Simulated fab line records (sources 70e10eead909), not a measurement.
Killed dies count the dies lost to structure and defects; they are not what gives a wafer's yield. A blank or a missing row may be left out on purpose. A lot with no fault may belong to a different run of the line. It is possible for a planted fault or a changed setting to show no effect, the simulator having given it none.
Comparing a struck lot with a sound one -- flow nand-harc -- 15 steps out of a route of 1302
Sound: these wafers, L592.2, L592.3, L592.4. Wafers struck: L600.3, L600.5. At the end, the cause is stated.
Order at every step that has rows: each side's tool, ch and its chambers, its first start. Under that, the readings that differ: sound wafers -- struck wafers -- difference of the means -- sigmas: that difference in standard deviations of wafers without a fault.
alike: readings with means less than 2 such deviations apart, plus words and numbers identical on both sides. not compared: withheld readings, readings lacking a value on some wafer, bounds such as >300 that could conceal the same value, and numbers that have no deviation in the record and whose values overlap.
Wherever a step has rows on one side only, a row that says differs or no value, or a row with sigmas, the two part there. When numbers do not overlap yet have no deviation, they are printed without sigmas and do not part them. A reading that every wafer of one side lacks parts them only if that side has two wafers or more.

first, 2 steps without rows for these wafers: NHARC_A_CONTACT_ETCH_137 (etches the open film in C4F8/O2/Ar, time 311 s, target depth 1912 nm); NHARC_A_CONTACT_ETCH_138 (etches the open film in C4F8/O2/Ar, time 311 s, target depth 1914 nm).
NHARC_A_CONTACT_ETCH_139: etches the open film in C4F8/O2/Ar, time 195 s, target depth 840 nm.
  sound on har-cap-etch-03 ch 0,1, day 24 02:29; struck on har-cap-etch-01 ch 0, day 27 02:51
  not compared: rf-hours-counter-h
NHARC_A_CONTACT_ETCH_92: etches the open film in CH3F/O2, target depth 40 nm, time 85.7 s.
  sound on rie-diel-12 ch 0,1,3, day 24 02:59; struck on rie-diel-13 ch 3, day 27 03:19
  alike: drypump-motor-current-A, o2-flow-sccm, oes-product-au, rf-vpp-V, showerhead-plenum-p-Torr, throttle-valve-pct
  not compared: rf-hours-counter-h
NHARC_A_CONTACT_ETCH_98: etches the open film in C4F6/O2, target depth 20 nm, time 10 s.
  sound: rie-diel-12 ch 0,2,3; struck: rie-diel-13 ch 1,2
  alike: drypump-motor-current-A, o2-flow-sccm, oes-product-au, rf-vpp-V, showerhead-plenum-p-Torr, throttle-valve-pct
  not compared: rf-hours-counter-h
NHARC_A_CONTACT_CD_MEAS_15:
  struck on cd-sem-01, day 27 03:32; sound on cd-sem-02, day 24 03:15
reading,sound,struck,difference,sigmas
cd-nm (nm),190.5 190.5 189.4,188.1 188.4,-1.9,-3
then, 3 steps without rows for these wafers: NHARC_A_CONTACT_STRIP_107 (strips in N2/H2); NHARC_A_CONTACT_STRIP_108 (strips in CF4/CHF3); NHARC_A_CONTACT_STRIP_109 (strips in O2/COS).
NHARC_A_CONTACT_ETCH_110: etches the open film in CF4/O2, target depth 60 nm, overetch 6 nm, time 33 s.
  sound on rie-diel-13 ch 0,2,3, day 24 03:32; struck on rie-diel-13 ch 2,3, day 27 03:50
  alike: drypump-motor-current-A, o2-flow-sccm, oes-product-au, rf-vpp-V, showerhead-plenum-p-Torr, throttle-valve-pct
  not compared: rf-hours-counter-h
NHARC_A_CONTACT_STRIP_26: strips in O2.
  sound: rie-diel-13 ch 0,1,2; struck: rie-diel-13 ch 0,2
  alike: drypump-motor-current-A, o2-flow-sccm, oes-product-au, rf-vpp-V, showerhead-plenum-p-Torr, throttle-valve-pct
  not compared: rf-hours-counter-h
then, 1 step without rows for these wafers: NHARC_A_CONTACT_STRIP_27 (strips in post etch residue remover, time 600 s).
NHARC_A_CONTACT_ALD_18: deposits TiN, target thk 3 nm, pulse time 1 s, ald cycles 150.
  sound on ald-metal-03 ch 0,1,3, day 24 04:11; struck on ald-metal-03 ch 1,3, day 27 04:32
reading,sound,struck,difference,sigmas
ald-cycles,150 150 150,178 178,+28,
  alike: heater-power-w, precursor-pulse-height-rel
then, 1 step without rows for these wafers: NHARC_A_CONTACT_CVD_19 (deposits W, target thk 300 nm, time 802 s).
-- the record jumps here: 2 days lie between the struck wafers' starts before and after (it left off in module A_CONTACT and takes up again in module END, whose first step shown is number 1302 of the route) --
NHARC_END_SORT_01:
  the record has rows for the struck wafers here (prober-02 ch 0, day 29 06:32) and none for the sound ones

== WHERE THEY PART ==
At NHARC_A_CONTACT_CD_MEAS_15 first; at NHARC_END_SORT_01 last (within this record only).

WHY: what had been put in by the simulator
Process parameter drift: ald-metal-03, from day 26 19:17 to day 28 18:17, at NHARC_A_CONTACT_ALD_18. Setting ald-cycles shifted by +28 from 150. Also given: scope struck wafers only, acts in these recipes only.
